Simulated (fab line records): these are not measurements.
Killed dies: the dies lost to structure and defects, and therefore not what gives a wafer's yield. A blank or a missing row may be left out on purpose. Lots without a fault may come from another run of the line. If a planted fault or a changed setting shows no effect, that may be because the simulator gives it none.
A single fault, viewed from 2 desks	flow nandHarc	each desk has only its own numbers; what lay behind them comes last

FROM THE METROLOGY DESK
Lot by lot, what the gauges showed, no matter which tool ran the lot: averages of those sampled wafers that carry a number. Any lot whose mean is over 4 standard deviations away from the usual mean is out of limits and marked OUT; that distance is given in the brackets.
Columns: A = thkNm at NHARC_A_ONON_D2_THK_MEAS_05, usual 1000 nm; B = thkNm at NHARC_A_ONON_D2_THK_MEAS_21, usual 1001 nm
lot	first seen here	A	B
L201	day 12 10:54	997	980
L202	day 12 10:57	1010	998
L204	day 14 00:39	995	1008
L207	day 15 02:07	1004	996
L208	day 15 13:22	998	1000
L209	day 15 19:01	993	1002
L210	day 15 19:07	1028	1006
L211	day 17 01:59	991	1008
L213	day 17 08:38	1010	1000
L214	day 17 15:27	993	999
L216	day 18 06:58	992	1007
L218	day 19 00:23	987	1006
L222	day 20 21:23	1014	759 (-29) OUT
L224	day 21 23:24	979	756 (-29) OUT
This desk's finding: out of limits on L222, L224; first on L222, day 21 09:14 (thkNm at NHARC_A_ONON_D2_THK_MEAS_21). L201, L202, L204, L207, L208, L209, L210, L211, L213, L214, L216, L218 stayed within limits.

THE DEFECT DESK
What the inspections along the route counted, lot by lot: means of the sampled wafers that have a number. Any lot whose mean is over 4 standard deviations away from the usual mean is out of limits and marked OUT; that distance is given in the brackets.
Columns: A = rawDefectCount at NHARC_A_ONON_D2_INSPECT_32, usual 416
lot	first seen here	A
L201	day 12 22:46	376
L202	day 12 22:49	385
L204	day 14 12:53	423
L207	day 15 13:58	430
L210	day 16 04:35	302
L208	day 16 04:35	483
L209	day 16 04:36	466
L211	day 17 14:10	737
L213	day 17 20:30	549
L214	day 18 03:41	639
L216	day 18 18:49	512
L218	day 19 13:29	534
L222	day 21 11:29	469
L224	day 22 08:28	227
Result from this desk: across the 14 lots, nothing is out of limits.

PUT TOGETHER
At day 21 09:14 the metrology desk could have sounded an alarm, on L222, L224.
No out-of-limits result turned up at the defect desk.
The defect desk has L222, L224 on record, within its limits.
NHARC_A_ONON_D2_DEP_19 was run on pecvdOnon-02 by each of the lots named.

WHAT THE SIMULATOR PUT IN
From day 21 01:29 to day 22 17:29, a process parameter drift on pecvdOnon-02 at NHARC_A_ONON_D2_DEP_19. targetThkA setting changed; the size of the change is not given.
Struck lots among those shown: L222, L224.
Delay in hours, fault start to first out-of-limits reading, per desk: metrology desk 8.
